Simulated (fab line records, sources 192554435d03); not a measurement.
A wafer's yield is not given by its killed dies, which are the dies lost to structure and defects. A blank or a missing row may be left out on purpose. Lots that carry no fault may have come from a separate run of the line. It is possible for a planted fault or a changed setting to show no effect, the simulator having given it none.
Lot-split experiment / flow n5_finfet / 21 wafers read across 7 lots, on a route 1938 steps long

## ABOUT THE SPLIT
At N5_HKMG_FIN_ETCH_35 (etches SOC in N2/H2, target depth 215.8 nm, time 243.4 s), the setting time_s was moved away from the recipe's 243.4 s on 10 of the 21 wafers read, by -22.3% to +15.7%. All remaining wafers had this setting at the recipe value.

The reading comes from the split's own step.

## THE READING
HKMG_FIN.feature_depth_nm (the simulator's own value, which no gauge read), in nm, at N5_HKMG_FIN_ETCH_35 (etches SOC in N2/H2, target depth 215.8 nm, time 243.4 s). No usual value for it is given in the file. Here, 11 wafers ran the recipe; their average is 217.1 nm with a standard deviation of 5.8 nm.

wafer=L075.1; tool, chamber at the split=rie_diel-06, 0; time_s as run, s=189.1; against the recipe=-22.3%; HKMG_FIN.feature_depth_nm, nm=171.4; against lot-mates on the recipe=-44.0
wafer=L075.5; tool, chamber at the split=rie_diel-06, 0; time_s as run, s=243.4; against the recipe=recipe; HKMG_FIN.feature_depth_nm, nm=220.4; against lot-mates on the recipe=-
wafer=L075.6; tool, chamber at the split=rie_diel-06, 1; time_s as run, s=243.4; against the recipe=recipe; HKMG_FIN.feature_depth_nm, nm=210.4; against lot-mates on the recipe=-
wafer=L076.1; tool, chamber at the split=rie_diel-06, 3; time_s as run, s=243.4; against the recipe=recipe; HKMG_FIN.feature_depth_nm, nm=209; against lot-mates on the recipe=-
wafer=L076.3; tool, chamber at the split=rie_diel-06, 0; time_s as run, s=271.8; against the recipe=+11.7%; HKMG_FIN.feature_depth_nm, nm=248.6; against lot-mates on the recipe=+39.6
wafer=L076.6; tool, chamber at the split=rie_diel-06, 3; time_s as run, s=271.8; against the recipe=+11.7%; HKMG_FIN.feature_depth_nm, nm=235.2; against lot-mates on the recipe=+26.2
wafer=L078.4; tool, chamber at the split=rie_diel-05, 2; time_s as run, s=221.5; against the recipe=-9.0%; HKMG_FIN.feature_depth_nm, nm=198.2; against lot-mates on the recipe=-9.0
wafer=L078.5; tool, chamber at the split=rie_diel-05, 3; time_s as run, s=243.4; against the recipe=recipe; HKMG_FIN.feature_depth_nm, nm=207.2; against lot-mates on the recipe=-
wafer=L078.6; tool, chamber at the split=rie_diel-05, 2; time_s as run, s=221.5; against the recipe=-9.0%; HKMG_FIN.feature_depth_nm, nm=197.4; against lot-mates on the recipe=-9.8
wafer=L081.2; tool, chamber at the split=rie_diel-02, 1; time_s as run, s=243.4; against the recipe=recipe; HKMG_FIN.feature_depth_nm, nm=218.8; against lot-mates on the recipe=-
wafer=L081.4; tool, chamber at the split=rie_diel-02, 0; time_s as run, s=243.4; against the recipe=recipe; HKMG_FIN.feature_depth_nm, nm=224.4; against lot-mates on the recipe=-
wafer=L081.5; tool, chamber at the split=rie_diel-02, 1; time_s as run, s=243.4; against the recipe=recipe; HKMG_FIN.feature_depth_nm, nm=218.6; against lot-mates on the recipe=-
wafer=L085.1; tool, chamber at the split=rie_diel-06, 0; time_s as run, s=194.8; against the recipe=-20.0%; HKMG_FIN.feature_depth_nm, nm=179; against lot-mates on the recipe=-43.6
wafer=L085.3; tool, chamber at the split=rie_diel-06, 2; time_s as run, s=243.4; against the recipe=recipe; HKMG_FIN.feature_depth_nm, nm=222.6; against lot-mates on the recipe=-
wafer=L085.5; tool, chamber at the split=rie_diel-06, 1; time_s as run, s=194.8; against the recipe=-20.0%; HKMG_FIN.feature_depth_nm, nm=170.4; against lot-mates on the recipe=-52.2
wafer=L090.1; tool, chamber at the split=rie_diel-05, 2; time_s as run, s=203.7; against the recipe=-16.3%; HKMG_FIN.feature_depth_nm, nm=180.6; against lot-mates on the recipe=-36.4
wafer=L090.4; tool, chamber at the split=rie_diel-05, 3; time_s as run, s=203.7; against the recipe=-16.3%; HKMG_FIN.feature_depth_nm, nm=171.2; against lot-mates on the recipe=-45.8
wafer=L090.5; tool, chamber at the split=rie_diel-05, 0; time_s as run, s=243.4; against the recipe=recipe; HKMG_FIN.feature_depth_nm, nm=217; against lot-mates on the recipe=-
wafer=L095.1; tool, chamber at the split=rie_diel-05, 1; time_s as run, s=243.4; against the recipe=recipe; HKMG_FIN.feature_depth_nm, nm=224.8; against lot-mates on the recipe=-
wafer=L095.2; tool, chamber at the split=rie_diel-05, 3; time_s as run, s=281.7; against the recipe=+15.7%; HKMG_FIN.feature_depth_nm, nm=237.8; against lot-mates on the recipe=+18.2
wafer=L095.3; tool, chamber at the split=rie_diel-05, 2; time_s as run, s=243.4; against the recipe=recipe; HKMG_FIN.feature_depth_nm, nm=214.4; against lot-mates on the recipe=-

FIT RESULTS
A straight line over all 21 wafers: HKMG_FIN.feature_depth_nm changes by +2.08 nm for each +1% of time_s; r = +0.96; the points scatter about the line by 6.3 nm.
The same after taking each lot's own level away (the mean of its wafers on the recipe; 21 wafers): +2.18 nm for each +1%; r = +0.96; scatter 7.2 nm.
The reading moves by 49 nm for the largest change in time_s, on that fit.
From 207.20 to 222.60 nm: that is the span of the lots' own levels, equal to 2.6 times the standard deviation above.
So the lot-to-lot level changes the slope little: the two slopes agree.
Check: -49.6 nm against its lot-mates is what the line predicts for one of the wafers moved furthest among these (-22.3%) when that wafer is left out of the fit. It came out at -44 nm against them.

## THESE WAFERS: OTHER SPLITS
Other splits were also applied to these wafers ahead of the reading. Each is held against what the fit with the lots' levels taken away leaves over:
other split on the same wafers=N5_WELL_APT_COAT_19 spin_rpm; wafers away from the commonest value=7; r with HKMG_FIN.feature_depth_nm (lot level and that fit taken away)=-0.25
other split on the same wafers=N5_WELL_APT_EXPOSE_22 dose_mj; wafers away from the commonest value=11; r with HKMG_FIN.feature_depth_nm (lot level and that fit taken away)=+0.30
other split on the same wafers=N5_PMOS_HMC_CHANNEL_EPI_COAT_31 spin_rpm; wafers away from the commonest value=7; r with HKMG_FIN.feature_depth_nm (lot level and that fit taken away)=+0.22
other split on the same wafers=N5_PMOS_HMC_CHANNEL_EPI_PEB_07 peb_temp_c; wafers away from the commonest value=8; r with HKMG_FIN.feature_depth_nm (lot level and that fit taken away)=+0.45
other split on the same wafers=N5_SD_EPI_P_EPI_21 time_s; wafers away from the commonest value=8; r with HKMG_FIN.feature_depth_nm (lot level and that fit taken away)=-0.08
other split on the same wafers=N5_SDB_EXPOSE_08 dose_mj; wafers away from the commonest value=6; r with HKMG_FIN.feature_depth_nm (lot level and that fit taken away)=-0.35
other split on the same wafers=N5_SDB_ETCH_17 bias_w; wafers away from the commonest value=9; r with HKMG_FIN.feature_depth_nm (lot level and that fit taken away)=+0.06

## THE WHOLE CHAIN: every reading that the file lists as answering this split, in the file's order
step=N5_HKMG_FIN_ETCH_35; what it does=etches SOC in N2/H2, target depth 215.8 nm, time 243.4 s; reading=SOC_of_HKMG_FIN_COAT_29.thk_nm (the simulator's own value, which no gauge read); change (the file's fit)=-2.05 nm for each +1% of the setting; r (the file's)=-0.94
step=N5_HKMG_FIN_ETCH_35; what it does=etches SOC in N2/H2, target depth 215.8 nm, time 243.4 s; reading=etch.depth_nm (the simulator's own value, which no gauge read); change (the file's fit)=+2.07 nm for each +1% of the setting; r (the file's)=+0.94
step=N5_HKMG_FIN_ETCH_35; what it does=etches SOC in N2/H2, target depth 215.8 nm, time 243.4 s; reading=HKMG_FIN.feature_depth_nm (the simulator's own value, which no gauge read); change (the file's fit)=+2.07 nm for each +1% of the setting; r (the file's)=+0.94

## FILE'S OWN FIT
HKMG_FIN.feature_depth_nm changes by +2.07 nm for each +1% of time_s, r = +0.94.
